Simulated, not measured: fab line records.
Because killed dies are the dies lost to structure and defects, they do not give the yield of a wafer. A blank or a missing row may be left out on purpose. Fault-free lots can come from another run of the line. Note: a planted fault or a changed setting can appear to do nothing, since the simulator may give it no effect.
fab line records	flow n5Finfet
record lots=5	wafers=15	lastDay=18
route steps=1938 shown BEOL_M8@1337 PASSIVATION@1936
lots untouched by any fault: they come from a run of this same line in which no faults occurred
startH: start of the lot's first displayed wafer, in hours after the record's first day	waitH: hours elapsed since this lot's preceding step	" as in the row above	L1.1+2: several wafers, shown together as one row	- value missing, or start not given	* or withheld: withheld	< > ~ a bound
route shown NAME@n: names a module that has steps shown in the file, with the first one's number in the route	usual: mean/standard deviation of fault-free wafers	same: alike in all rows	chamber/n: place in a boat	sites: each site's reading	_std_site: their standard deviation	_edge_site: the outer-site mean with the inner-site mean subtracted	radiusMm: how far each site lies from the wafer's centre	mask NAME#n: copy n	behind: the tool/chamber that last shaped the wafer	hold: what put the lot on hold/how long, in hours/how the hold closed	device: which transistor (n, p or np) failed to switch	end of line: the route-end tests of the same wafers	for a step that has no rows: nothing shown but its recipe	killed: dies lost to structure and defects at the first sort, not the wafer's yield	map: the dies of a wafer, with x for killed, . for not killed, _ for no die there
set.NAME: the setting that was run; set.NAME@STEP: the one run at that earlier step	model.NAME: the simulator's own value behind a step, which no gauge read
certain route steps with their lots: each step a table, each wafer a row
services: the hour from which a tool's chamber was out of use, counted from the record's first day as startH (under 0 if before that day), plus the number of hours and why
## steps
# step N5_BEOL_M8_COAT_59
# recipe resist=SOC	tempC=250	timeS=60	spinRpm=1500	resistThkNm=100
# step N5_BEOL_M8_COAT_60
# recipe resist=SiARC	tempC=220	timeS=60	spinRpm=1500	resistThkNm=35
# step N5_BEOL_M8_COAT_05
# recipe resist=CAR-ArF	spinRpm=1500	resistThkNm=90
# step N5_BEOL_M8_EBR_07
# recipe solvent=PGMEA	ebrWidthMm=1.5
# step N5_BEOL_M8_SOFTBAKE_06
# recipe tempC=110	timeS=60	resist=CAR-ArF
# step N5_BEOL_M8_EXPOSE_08
# recipe maskId=M8	na=1.35	sourceShape=dipole	sigmaInner=0.817	sigmaOuter=0.97	polarization=te	doseMj=68.25
# step N5_BEOL_M8_PEB_09
# recipe pebTempC=withheld	pebTimeS=60	resist=CAR-ArF
# step N5_BEOL_M8_DEVELOP_10
# recipe developTimeS=30	developer=TMAH	resist=CAR-ArF	rinseLiquid=diw	dry=airSpin	devTempC=23
# step N5_BEOL_M8_CD_MEAS_11
# recipe targetCdNm=38.5	landingEnergyEv=500	detector=seInlens	polarity=opening
# usual cdNm=38.4/0.71
lot.wafer	tool	chamber	startH	waitH	cdNm
L643.1	cdSem-02	0	222.25	-	38.9
L643.3	"	0	"	"	37.5
L643.6	"	0	"	"	38.6
L642.1	cdSem-01	0	225.96	-	38.9
L642.2	"	0	"	"	37.1
L642.5	"	0	"	"	38.1
L650.3	cdSem-03	0	279.75	-	38.4
L650.4	"	0	"	"	38.8
L650.6	"	0	"	"	39.0
L660.1	cdSem-01	0	337.05	-	38.8
L660.5	"	0	"	"	39.4
L660.6	"	0	"	"	37.6
L662.2	cdSem-02	0	370.21	-	38.8
L662.4	"	0	"	"	37.8
L662.6	"	0	"	"	37.5
# step N5_BEOL_M8_OVL_MEAS_12
# recipe pointsPerWafer=44
# usual M8_OVL=-0.2/0.65
lot.wafer	tool	chamber	startH	waitH	M8_OVL[nm]
L643.1	overlay-01	0	222.29	0.0	0.5
L643.3	"	0	"	"	-0.3
L643.6	"	0	"	"	-0.4
L642.1	overlay-01	0	225.99	0.0	-0.8
L642.2	"	0	"	"	0.0
L642.5	"	0	"	"	-0.2
L650.3	overlay-01	0	279.78	0.0	0.0
L650.4	"	0	"	"	-0.1
L650.6	"	0	"	"	1.0
L660.1	overlay-01	0	337.08	0.0	0.0
L660.5	"	0	"	"	-0.3
L660.6	"	0	"	"	0.0
L662.2	overlay-02	0	370.25	0.0	-0.3
L662.4	"	0	"	"	-1.1
L662.6	"	0	"	"	-0.1
# step N5_BEOL_M8_INSPECT_13
# recipe mode=adi	inspectInstrument=brightfield
# usual rawDefectCount=442/120
lot.wafer	tool	chamber	startH	waitH	rawDefectCount
L643.1	defectInspect-01	-	222.31	0.0	391
L643.3	"	-	"	"	418
L643.6	"	-	"	"	434
L642.1	defectInspect-01	-	226.02	0.0	563
L642.2	"	-	"	"	479
L642.5	"	-	"	"	529
L650.3	defectInspect-01	-	279.80	0.0	760
L650.4	"	-	"	"	559
L650.6	"	-	"	"	856
L660.1	defectInspect-01	-	337.10	0.0	602
L660.5	"	-	"	"	321
L660.6	"	-	"	"	555
L662.2	defectInspect-02	-	370.27	0.0	578
L662.4	"	-	"	"	321
L662.6	"	-	"	"	461
# step N5_BEOL_M8_DESCUM_16
# recipe chemistry=O2	timeS=7.9	sourcePowerW=50	biasPowerW=20	pressureMtorr=20	rfFrequencyHz=2.712e+07	tempC=40	resist=CAR-ArF	o2FlowSccm=225
# usual drypumpMotorCurrentA=5.7/0.47	oesProductAu=0.77/0.093	rfVppV=243.0/1.4	showerheadPlenumPTorr=2.08/0.063	throttleValvePct=20.4/0.31
lot.wafer	tool	chamber	startH	waitH	drypumpMotorCurrentA	oesProductAu	rfHoursCounterH	rfVppV	showerheadPlenumPTorr	throttleValvePct
L643.1	rieDiel-06	0	222.39	0.1	5.6	0.77	164	242.1	2.02	20.7
L643.3	"	1	"	"	5.6	0.94	24	241.4	2.06	20.3
L643.6	"	2	"	"	5.9	0.84	-	242.6	2.04	20.5
L642.1	rieDiel-05	2	226.29	0.3	5.1	0.71	196	245.0	2.15	20.3
L642.2	"	1	"	"	5.3	0.82	96	244.3	2.18	20.0
L642.5	"	0	"	"	5.4	0.67	-	242.9	2.06	20.6
L650.3	rieDiel-06	2	279.84	0.0	5.8	0.81	105	241.2	2.03	20.5
L650.4	"	1	"	"	5.6	0.90	45	242.8	2.05	20.4
L650.6	"	0	"	"	5.6	0.74	-	242.7	2.01	20.8
L660.1	rieDiel-01	3	337.14	0.0	6.5	0.97	7	245.2	2.14	19.9
L660.5	"	1	"	"	6.0	0.67	-	241.2	2.00	20.9
L660.6	"	0	"	"	5.2	0.91	-	242.2	2.15	20.4
L662.2	rieDiel-05	3	370.30	0.0	5.2	0.79	111	241.1	2.00	20.2
L662.4	"	0	"	"	5.4	0.88	38	241.8	2.04	20.2
L662.6	"	1	"	"	5.2	0.77	-	245.7	2.16	20.0
# step N5_BEOL_M8_ETCH_61
# recipe chemistry=CF4	target=SiARC	targetDepthA=455	maskMaterial=CAR-ArF	timeS=75.8	ionEnergyEv=80	pressureMtorr=40	sourceW=545	biasW=36	Ar_flow_sccm=100	cf4FlowSccm=100	ends=cleared
# usual drypumpMotorCurrentA=5.7/0.47	etchRfOnTimeS=75.0/2.2	oesProductAu=0.66/0.081	rfVppV=183.9/1.1	showerheadPlenumPTorr=2.13/0.067	throttleValvePct=15.57/0.24
lot.wafer	tool	chamber	startH	waitH	drypumpMotorCurrentA	etchRfOnTimeS	oesProductAu	rfHoursCounterH	rfVppV	showerheadPlenumPTorr	throttleValvePct
L643.1	rieDiel-06	0	222.42	0.0	5.5	70.2	0.66	164	182.8	2.06	15.79
L643.3	"	1	"	"	5.5	76.2	0.79	24	183.8	2.10	15.40
L643.6	"	2	"	"	5.9	71.1	0.75	-	184.1	2.08	15.56
L642.1	rieDiel-05	2	226.32	0.0	5.1	78.0	0.60	196	185.3	2.22	15.69
L642.2	"	1	"	"	5.3	72.5	0.72	96	182.6	2.25	15.38
L642.5	"	0	"	"	5.4	74.1	0.59	-	182.5	2.10	15.75
L650.3	rieDiel-06	2	279.87	0.0	5.9	71.1	0.72	105	182.8	2.07	15.58
L650.4	"	1	"	"	5.6	74.8	0.76	45	183.9	2.10	15.42
L650.6	"	0	"	"	5.5	70.4	0.65	-	181.6	2.05	15.80
L660.1	rieDiel-01	3	337.17	0.0	6.6	76.7	0.83	7	184.1	2.18	14.97
L660.5	"	1	"	"	6.0	76.1	0.58	-	182.9	2.03	15.96
L660.6	"	0	"	"	5.2	73.4	0.80	-	184.4	2.18	15.37
L662.2	rieDiel-05	3	370.34	0.0	5.2	75.3	0.68	111	183.9	2.08	15.59
L662.4	"	0	"	"	5.4	74.4	0.77	38	185.1	2.08	15.33
L662.6	"	1	"	"	5.3	74.0	0.67	-	185.7	2.23	15.45
# step N5_BEOL_M8_ETCH_62
# recipe chemistry=N2/H2	target=SOC	targetDepthA=1100	overetchA=220	maskMaterial=SiARC	tempC=40	timeS=165	ionEnergyEv=200	pressureMtorr=30	sourceW=840	biasW=150	n2FlowSccm=200	h2FlowSccm=200
# usual drypumpMotorCurrentA=5.7/0.47	oesProductAu=0.65/0.074	rfVppV=523.5/2.7	showerheadPlenumPTorr=2.52/0.079	throttleValvePct=17.7/0.31
lot.wafer	tool	chamber	startH	waitH	drypumpMotorCurrentA	oesProductAu	rfHoursCounterH	rfVppV	showerheadPlenumPTorr	throttleValvePct
L643.1	rieDiel-06	0	222.48	0.0	5.6	0.63	164	521.1	2.43	17.9
L643.3	"	1	"	"	5.5	0.77	24	520.9	2.51	17.6
L643.6	"	2	"	"	5.9	0.72	-	521.3	2.45	17.5
L642.1	rieDiel-05	2	226.38	0.0	5.1	0.61	196	526.5	2.62	17.8
L642.2	"	1	"	"	5.3	0.70	96	526.8	2.66	17.4
L642.5	"	0	"	"	5.4	0.58	-	522.8	2.52	18.1
L650.3	rieDiel-06	2	279.93	0.0	5.8	0.69	105	521.3	2.44	17.6
L650.4	"	1	"	"	5.6	0.75	45	522.3	2.50	17.7
L650.6	"	0	"	"	5.5	0.62	-	519.5	2.42	17.9
L660.1	rieDiel-01	3	337.23	0.0	6.6	0.82	7	525.5	2.57	17.0
L660.5	"	1	"	"	6.0	0.58	-	519.0	2.40	18.3
L660.6	"	0	"	"	5.2	0.78	-	525.8	2.58	17.6
L662.2	rieDiel-05	3	370.39	0.0	5.2	0.66	111	521.4	2.46	17.7
L662.4	"	0	"	"	5.4	0.76	38	523.8	2.50	17.7
L662.6	"	1	"	"	5.3	0.66	-	527.9	2.64	17.5
# step N5_BEOL_M8_STRIP_68
# recipe chemistry=N2/H2	tempC=40	n2FlowSccm=200	h2FlowSccm=200	rfFrequencyHz=6e+07
# step N5_BEOL_M8_STRIP_67
# recipe chemistry=CF4	resist=SiARC	powerW=300	biasPowerW=75	pressureMtorr=50	cf4FlowSccm=150	rfFrequencyHz=6e+07
# usual drypumpMotorCurrentA=5.7/0.47	oesProductAu=0.77/0.087	rfVppV=270.9/1.5	showerheadPlenumPTorr=1.78/0.059	throttleValvePct=13.55/0.25
lot.wafer	tool	chamber	startH	waitH	drypumpMotorCurrentA	oesProductAu	rfHoursCounterH	rfVppV	showerheadPlenumPTorr	throttleValvePct
L643.1	rieDiel-06	0	222.62	0.0	5.6	0.75	164	270.2	1.73	13.79
L643.3	"	1	"	"	5.6	0.91	24	272.0	1.76	13.32
L643.6	"	2	"	"	5.8	0.84	-	271.3	1.73	13.47
L642.1	rieDiel-05	2	226.52	0.0	5.1	0.71	196	274.0	1.86	13.67
L642.2	"	1	"	"	5.3	0.82	96	270.8	1.88	13.35
L642.5	"	0	"	"	5.4	0.68	-	270.9	1.76	13.76
L650.3	rieDiel-06	2	280.07	0.0	5.9	0.82	105	268.7	1.73	13.54
L650.4	"	1	"	"	5.6	0.88	45	270.1	1.76	13.39
L650.6	"	0	"	"	5.5	0.73	-	269.2	1.73	13.81
L660.1	rieDiel-01	3	337.37	0.0	6.6	0.96	7	271.8	1.82	12.97
L660.5	"	1	"	"	6.0	0.67	-	269.1	1.69	13.90
L660.6	"	0	"	"	5.2	0.92	-	270.9	1.83	13.35
L662.2	rieDiel-05	3	370.54	0.0	5.2	0.78	111	269.6	1.74	13.56
L662.4	"	0	"	"	5.4	0.89	38	273.3	1.74	13.30
L662.6	"	1	"	"	5.3	0.77	-	272.5	1.86	13.46
# step N5_BEOL_M8_HM_OPEN_17
# recipe chemistry=Cl2/BCl3	targetDepthA=200	overetchA=60	target=TiN	maskMaterial=SOC	ionEnergyEv=150	pressureMtorr=10	icpW=1000	biasW=126	Cl2_flow_sccm=53.25	bcl3FlowSccm=21.75	Ar_flow_sccm=25
# usual drypumpMotorCurrentA=5.7/0.41	oesProductAu=0.69/0.049	throttleValvePct=21.96/0.23
lot.wafer	tool	chamber	startH	waitH	drypumpMotorCurrentA	oesProductAu	rfHoursCounterH	throttleValvePct
L643.1	rieMetal-02	1	222.66	0.0	5.3	0.73	22	22.13
L643.3	"	0	"	"	5.2	0.79	-	21.58
L643.6	"	0	"	"	5.2	0.79	-	21.54
L642.1	rieMetal-03	0	226.56	0.0	6.3	0.72	24	21.83
L642.2	"	1	"	"	5.8	0.67	42	22.19
L642.5	"	0	"	"	6.3	0.71	-	21.85
L650.3	rieMetal-01	1	280.14	0.1	5.6	0.71	-	22.13
L650.4	"	0	"	"	6.2	0.62	-	21.90
L650.6	"	1	"	"	5.6	0.70	-	22.14
L660.1	rieMetal-02	0	337.41	0.0	5.2	0.74	16	21.59
L660.5	"	1	"	"	5.3	0.70	-	22.14
L660.6	"	0	"	"	5.2	0.74	-	21.59
L662.2	rieMetal-01	1	370.58	0.0	5.6	0.67	34	22.18
L662.4	"	1	"	"	5.6	0.67	-	22.18
L662.6	"	0	"	"	6.1	0.60	-	21.93
# step N5_BEOL_M8_STRIP_19
# recipe chemistry=O2	powerW=400	tempC=40	pressureMtorr=30	rfFrequencyHz=6e+07	biasPowerW=0	overashFraction=0.2	o2FlowSccm=225
# usual drypumpMotorCurrentA=5.6/0.46	oesProductAu=0.79/0.099	rfVppV=3.7/0.63	showerheadPlenumPTorr=2.09/0.064	throttleValvePct=16.63/0.28
lot.wafer	tool	chamber	startH	waitH	drypumpMotorCurrentA	oesProductAu	rfHoursCounterH	rfVppV	showerheadPlenumPTorr	throttleValvePct
L643.1	rieDiel-06	1	222.77	0.1	5.6	0.94	24	4.2	2.07	16.51
L643.3	"	2	"	"	5.8	0.84	83	3.5	2.04	16.68
L643.6	"	3	"	"	5.5	0.73	-	3.5	2.19	16.69
L642.1	rieDiel-01	3	226.71	0.1	6.6	0.68	223	5.4	2.16	16.49
L642.2	"	0	"	"	5.2	0.70	236	3.9	2.16	16.93
L642.5	"	3	"	"	6.6	0.67	-	5.5	2.16	16.48
L650.3	rieDiel-05	1	280.25	0.1	5.3	0.80	116	2.7	2.17	16.33
L650.4	"	0	"	"	5.4	0.97	4	3.8	2.06	16.40
L650.6	"	0	"	"	5.4	0.96	-	4.5	2.06	16.41
L660.1	rieDiel-01	3	337.52	0.1	6.6	0.96	7	3.8	2.15	16.11
L660.5	"	0	"	"	5.2	0.91	-	4.6	2.15	16.54
L660.6	"	1	"	"	6.0	0.67	-	3.3	2.01	17.15
L662.2	rieDiel-05	2	370.69	0.1	5.1	0.67	247	4.2	2.13	16.70
L662.4	"	1	"	"	5.3	0.77	148	4.5	2.16	16.41
L662.6	"	0	"	"	5.4	0.88	-	3.3	2.05	16.49
# step N5_BEOL_M8_CD_MEAS_18
# recipe pitchNm=80	targetCdNm=40
# usual cdNm=40.0/0.8
lot.wafer	tool	chamber	startH	waitH	cdNm
L643.1	cdSem-01	-	222.84	0.0	40.2
L643.3	"	-	"	"	38.9
L643.6	"	-	"	"	40.7
L642.1	cdSem-01	-	226.78	0.1	40.6
L642.2	"	-	"	"	38.8
L642.5	"	-	"	"	38.1
L650.3	cdSem-03	-	280.32	0.1	39.8
L650.4	"	-	"	"	40.3
L650.6	"	-	"	"	40.4
L660.1	cdSem-01	-	337.59	0.0	41.0
L660.5	"	-	"	"	40.8
L660.6	"	-	"	"	38.7
L662.2	cdSem-01	-	370.76	0.1	40.1
L662.4	"	-	"	"	39.9
L662.6	"	-	"	"	38.6
# step N5_BEOL_M8_COAT_63
# recipe resist=SOC	tempC=250	timeS=60	spinRpm=1500	resistThkNm=60
# step N5_BEOL_M8_COAT_64
# recipe resist=SiARC	tempC=220	timeS=60	spinRpm=1500	resistThkNm=12
# step N5_BEOL_M8_COAT_71
# recipe resist=underlayer	tempC=205	timeS=60	spinRpm=1500	resistThkNm=5
# step N5_BEOL_M8_COAT_22
# recipe resist=CAR-EUV	spinRpm=1500	resistThkNm=30
# step N5_BEOL_M8_EBR_24
# recipe solvent=PGMEA	ebrWidthMm=1.5
# step N5_BEOL_M8_SOFTBAKE_23
# recipe tempC=110	timeS=60	resist=CAR-EUV
# step N5_BEOL_M8_EXPOSE_25
# recipe maskId=V7	na=0.33	sourceShape=annular	sigmaInner=0.4	sigmaOuter=0.8	polarization=unpolarized	targetCdNm=40	doseMj=42.5
# step N5_BEOL_M8_PEB_26
# recipe pebTempC=100	pebTimeS=60	resist=CAR-EUV
# step N5_BEOL_M8_DEVELOP_27
# recipe developTimeS=30	developer=TMAH	resist=CAR-EUV	rinseLiquid=surfactantRinse	dry=airSpin	devTempC=23
# step N5_BEOL_M8_CD_MEAS_28
# recipe targetCdNm=40	landingEnergyEv=500	detector=seInlens
# usual cdNm=39.94/0.23
lot.wafer	tool	chamber	startH	waitH	cdNm
L643.1	cdSem-01	0	224.76	-	40.09
L643.3	"	0	"	"	39.49
L643.6	"	0	"	"	39.57
L642.1	cdSem-01	0	228.27	-	40.62
L642.2	"	0	"	"	39.89
L642.5	"	0	"	"	40.39
L650.3	cdSem-02	0	280.79	-	39.97
L650.4	"	0	"	"	39.48
L650.6	"	0	"	"	39.96
L660.1	cdSem-01	0	339.46	-	39.87
L660.5	"	0	"	"	39.78
L660.6	"	0	"	"	40.05
L662.2	cdSem-02	0	372.60	-	39.94
L662.4	"	0	"	"	40.24
L662.6	"	0	"	"	39.82
# step N5_BEOL_M8_OVL_MEAS_29
# recipe pointsPerWafer=522
# usual V7_OVL=-0.2/0.73
lot.wafer	tool	chamber	startH	waitH	V7_OVL[nm]
L643.1	overlay-01	0	224.79	0.0	-0.1
L643.3	"	0	"	"	0.1
L643.6	"	0	"	"	0.6
L642.1	overlay-01	0	228.30	0.0	-1.0
L642.2	"	0	"	"	-1.2
L642.5	"	0	"	"	-0.2
L650.3	overlay-02	0	280.83	0.0	-1.4
L650.4	"	0	"	"	0.4
L650.6	"	0	"	"	-0.8
L660.1	overlay-01	0	339.49	0.0	-1.0
L660.5	"	0	"	"	-1.3
L660.6	"	0	"	"	-0.1
L662.2	overlay-01	0	372.64	0.0	1.1
L662.4	"	0	"	"	0.9
L662.6	"	0	"	"	0.8
# step N5_BEOL_M8_INSPECT_30
# recipe mode=adi	inspectInstrument=brightfield
# usual rawDefectCount=449/130
lot.wafer	tool	chamber	startH	waitH	rawDefectCount
L643.1	defectInspect-01	-	224.85	0.1	393
L643.3	"	-	"	"	437
L643.6	"	-	"	"	428
L642.1	defectInspect-02	-	228.36	0.1	669
L642.2	"	-	"	"	546
L642.5	"	-	"	"	635
L650.3	defectInspect-01	-	280.87	0.0	793
L650.4	"	-	"	"	1044
L650.6	"	-	"	"	826
L660.1	defectInspect-01	-	339.55	0.1	613
L660.5	"	-	"	"	339
L660.6	"	-	"	"	585
L662.2	defectInspect-01	-	372.69	0.0	450
L662.4	"	-	"	"	279
L662.6	"	-	"	"	379
# step N5_BEOL_M8_DESCUM_33
# recipe chemistry=O2	timeS=7	sourcePowerW=50	biasPowerW=20	pressureMtorr=20	rfFrequencyHz=2.712e+07	tempC=40	resist=CAR-EUV	o2FlowSccm=225
# step N5_PASSIVATION_PROBE_49
# usual defectLimitedYield=91.0/1.4	killed_at_M0_to_M3=36/9.6	killed_at_M4_up=14/6.1	killedAtContacts=13/6.6	killedAtFrontEnd=40/11	killedAtOther=3.2/2.9	killedDies=106/17	killedOnRim=14/3.9	killedOpen=71/12	killedShort=33/7.3	sort_bin_5_function=5.3/1	sort_bin_6_memory=3.4/0.68	sort_bin_8_speed=0.0/0.51	sortNPass=1073/19	sortYieldPct=91.0/1.6
# same grossDies=1180	killedAtBackSide=0	sort_bin_4_leakage[%]=0
lot.wafer	tool	chamber	startH	waitH	defectLimitedYield[%]	killed_at_M0_to_M3	killed_at_M4_up	killedAtContacts	killedAtFrontEnd	killedAtOther	killedDies	killedOnRim	killedOpen	killedShort	sort_bin_5_function[%]	sort_bin_6_memory[%]	sort_bin_8_speed[%]	sortNPass	sortYieldPct[%]
L643.1	prober-01	-	299.40	0.0	92.5	34	14	7	26	8	89	11	60	27	4.8	2.6	0	1091	92.5
L643.3	prober-01	-	299.50	0.1	90.0	37	19	5	55	2	118	15	81	37	6.7	3.0	0	1062	90.0
L643.6	prober-01	-	299.65	0.3	89.7	39	10	9	61	2	121	19	79	42	5.8	3.9	0	1059	89.7
L642.1	prober-01	-	305.79	0.0	91.1	23	9	12	57	4	105	17	70	34	5.3	3.3	0	1075	91.1
L642.2	prober-01	-	305.84	0.1	88.1	31	19	9	81	0	140	13	86	53	7.5	3.9	0	1040	88.1
L642.5	prober-01	-	305.99	0.2	90.8	29	14	15	47	4	109	18	76	31	4.9	4.1	0	1071	90.8
L650.3	prober-02	-	346.94	0.1	90.3	34	5	22	49	4	114	15	75	39	5.3	4.1	0	1066	90.3
L650.4	prober-02	-	346.99	0.2	81.4	29	118	2	68	2	219	28	71	28	11.4	4.9	0	961	81.4
L662.2	prober-02	-	443.25	0.1	90.4	38	24	8	41	2	113	21	66	40	5.3	3.5	0	1067	90.4
L662.4	prober-02	-	443.35	0.2	89.9	49	19	4	44	3	119	13	74	44	6.8	3.1	0	1061	89.9
L662.6	prober-02	-	443.45	0.3	88.5	44	25	5	57	5	136	19	100	35	7.5	3.8	0	1044	88.5
# killed by level:class
L643.1 MOL_CONTACT_COAG:geometricParticle:open=7 BEOL_M1:geometricParticle:open=7 BEOL_M2:geometricParticle:open=6 BEOL_M4:geometricParticle:open=6 FIN_SAQP:geometricParticle:short=5 STI_FIN_REVEAL:geometricParticle:open=5 BEOL_M0_SAQP:geometricParticle:short=5 FIN_SAQP:geometricParticle:open=4
L643.3 FIN_SAQP:geometricParticle:open=16 BEOL_M4:geometricParticle:open=10 FIN_SAQP:geometricParticle:short=9 STI_FIN_REVEAL:geometricParticle:open=9 BEOL_M1:geometricParticle:open=9 BEOL_M0_SAQP:geometricParticle:short=8 DUMMY_GATE:geometricParticle:open=6 BEOL_M0_SAQP:geometricParticle:open=6
L643.6 FIN_SAQP:geometricParticle:open=17 BEOL_M0_SAQP:geometricParticle:open=15 FIN_SAQP:geometricParticle:short=14 STI_FIN_REVEAL:geometricParticle:open=10 BEOL_M0_SAQP:geometricParticle:short=10 MOL_CONTACT_COAG:geometricParticle:open=8 BEOL_M1:geometricParticle:open=8 DUMMY_GATE:geometricParticle:open=7
L642.1 STI_FIN_REVEAL:geometricParticle:open=23 MOL_CONTACT_COAG:geometricParticle:open=11 BEOL_M2:geometricParticle:open=8 FIN_SAQP:geometricParticle:open=6 FIN_SAQP:geometricParticle:short=5 STI_FIN_REVEAL:geometricParticle:short=5 GATE_CUT:geometricParticle:short=4 STARTING-WAFER:geometricParticle:open=4
L642.2 FIN_SAQP:geometricParticle:open=22 STI_FIN_REVEAL:geometricParticle:open=21 FIN_SAQP:geometricParticle:short=20 BEOL_M4:geometricParticle:open=13 MOL_CONTACT_COAG:geometricParticle:open=9 STI_FIN_REVEAL:geometricParticle:short=7 BEOL_M0_SAQP:geometricParticle:short=6 GATE_CUT:geometricParticle:short=5
L642.5 STI_FIN_REVEAL:geometricParticle:open=15 MOL_CONTACT_COAG:geometricParticle:open=13 BEOL_M2:geometricParticle:open=9 FIN_SAQP:geometricParticle:short=8 FIN_SAQP:geometricParticle:open=8 BEOL_M3:geometricParticle:open=5 BEOL_M5:geometricParticle:open=5 BEOL_M0_SAQP:geometricParticle:short=4
L650.3 MOL_CONTACT_COAG:geometricParticle:open=16 STI_FIN_REVEAL:geometricParticle:open=14 BEOL_M3:geometricParticle:open=9 BEOL_M0_SAQP:geometricParticle:short=7 BEOL_M2:geometricParticle:open=7 FIN_SAQP:geometricParticle:open=6 MOL_CONTACT_COAG:geometricParticle:short=6 BEOL_M0_SAQP:geometricParticle:open=6
L650.4 BEOL_M8:unspecified=108 FIN_SAQP:geometricParticle:open=25 FIN_CUT:areaEtch=11 BEOL_M0_SAQP:geometricParticle:short=10 STI_FIN_REVEAL:geometricParticle:open=6 DUMMY_GATE:geometricParticle:open=6 BEOL_M2:geometricParticle:open=5 BEOL_M4:geometricParticle:open=5
L662.2 BEOL_M4:geometricParticle:open=12 BEOL_M2:geometricParticle:open=11 GATE_CUT:geometricParticle:short=11 BEOL_M2:geometricParticle:short=8 FIN_SAQP:geometricParticle:open=7 MOL_CONTACT_COAG:geometricParticle:open=6 BEOL_M0_SAQP:geometricParticle:short=5 BEOL_M0_SAQP:geometricParticle:open=5
L662.4 GATE_CUT:geometricParticle:short=13 FIN_SAQP:geometricParticle:open=12 BEOL_M1:geometricParticle:open=10 BEOL_M0_SAQP:geometricParticle:short=9 BEOL_M3:geometricParticle:open=9 GATE_CUT:geometricParticle:open=7 BEOL_M4:geometricParticle:open=7 BEOL_M0_SAQP:geometricParticle:open=6
L662.6 BEOL_M4:geometricParticle:open=14 FIN_SAQP:geometricParticle:open=11 GATE_CUT:geometricParticle:open=10 BEOL_M3:geometricParticle:open=10 STI_FIN_REVEAL:geometricParticle:open=9 BEOL_M1:geometricParticle:open=9 BEOL_M2:geometricParticle:open=7 GATE_CUT:geometricParticle:short=6
# map L650.4 (x killed, . not)
_________________........x...________________
______________.x.....x.x........_____________
___________......xxx....x..x.......__________
__________x......x.........x.......x_________
________..x.....x....................._______
_______......x.......x..x..xx.....x...x______
______..............x...x......x..x....._____
_____..x..........x..x.....x.......x..x..____
____.........................x............___
___.....x.................x...x............__
___..x..................x....x.............__
__.....x.x.........x..................x....._
__xx.x.......x...........x.................._
_..................................x.x...xx..
_.......x.........xx.........x..........x....
_..........x................................x
_.......x....................................
_...x......x....x............................
_....x......xx...x........xx..x.......x......
_x..............x.x..............x...........
_................xx...x......................
__..x........x..........x.....x............._
__.....x..x........xx.xx.x..x..............._
___..xx.........x....x.....................__
___.....x...x......xx......x....x.........x__
____.x..........x..x...xx.x.xx......x.....___
_____....x..x..xxxxxxxxxxxx..............____
______.......xx.xxxxxxxxxxx............._____
_______..x..xxxxxxxxxxxxxxx............______
________x...xxxxxxxxxxxxxx............_______
__________x..xxxxxxxxxxxxxx.x......._________
___________..xxxxxxxxxxxxxx...x....__________
______________x.xxxxxxxx.x......_____________
_________________xxxxxxxxx.x.________________
# map L643.6 (x killed, . not)
_________________......x.....________________
______________x...xx....x....x.._____________
___________.x.....x..............x.__________
__________....x............x........_________
________......x...x.............x....._______
_______.................x.........x.x..______
______.........x..................xx...._____
_____................x...................____
____x...x......................x........x.___
___.x..............x............x..........__
___..............x......x.x...x....x.......__
__x............x....x..x....x....x.xx.xx...._
__.x.x....x.........x.x...............x....._
_.....x..............x.......................
_....................x.....................x.
_.x.......x....x.............x...........x...
_....................x.x.....x.x.........x...
_xx......x......x..x....................x..x.
_......................................x.....
_x.......x........x.........x.......x....x...
_.........x..............x....x....x......x..
__...x.x......x.........x..................._
__...................................x......_
___.........x..............................__
___......x.....xxx...x...x........x........__
____.x.....x.............x................___
_____.x............x...x..x..x...x...x...____
______x.x...................x......x..x._____
_______..............x..........x....x.______
________.............................._______
__________......x.x......x..x......._________
___________xx......................__________
______________.........x........_____________
_________________.........x..________________
## services
tool	chamber	startH	hours	kind
rieDiel-01	2	225.67	2.5	repair
rieDiel-01	0	230.15	3.8	repair
rieMetal-03	1	237.99	2.5	repair
rieDiel-05	0	251.23	-	clean
rieDiel-05	0	251.23	-	consumableReplace:focusRing
rieDiel-05	0	251.23	17.4	scheduledDown
rieDiel-05	0	251.23	17.4	ventCycle
rieDiel-06	0	251.86	12.1	repair
rieMetal-03	0	259.33	20.7	repair
rieDiel-06	3	267.73	5.6	repair
rieDiel-01	0	273.91	-	clean
rieDiel-01	0	273.91	-	consumableReplace:esc
rieDiel-01	0	273.91	-	consumableReplace:focusRing
rieDiel-01	0	273.91	29.4	scheduledDown
rieDiel-01	0	273.91	29.4	ventCycle
rieDiel-01	2	274.40	6.1	repair
rieMetal-02	-	288.37	2.8	pm
rieMetal-02	1	292.25	2.5	repair
rieDiel-06	2	299.66	8.5	repair
rieDiel-01	3	303.35	-	clean
rieDiel-01	2	318.89	28.1	repair
rieDiel-05	3	331.24	12.5	repair
rieMetal-03	0	340.53	12.6	repair
rieDiel-01	-	353.12	0.2	repair
## key
firstSign step=N5_BEOL_M8_INSPECT_30	reading=rawDefectCount	direction=up	sigmas=4.6	usual=449	struck=1044
effect step=N5_PASSIVATION_PROBE_49	reading=killed_at_M4_up	direction=up	sigmas=17	usual=14	struck=118
moreKillsBornAt N5_BEOL_M8_ETCH_61@rieDiel-06=108
metAt N5_BEOL_M8_ETCH_61
struckWafers L650.4
baselineLoss step=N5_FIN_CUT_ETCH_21	wafers=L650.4
onsetBetween 222.42 279.87
fault kind=chamberParticleSource	tool=rieDiel-06	chamber=1	onsetH=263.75	steps=N5_BEOL_M8_ETCH_61	ratePerVisitCm2=0.75412	endH=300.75
# baselineLoss: these wafers lose ten dies or more at that step, a loss of the line's own and not of a fault; the sort's usual values leave them out
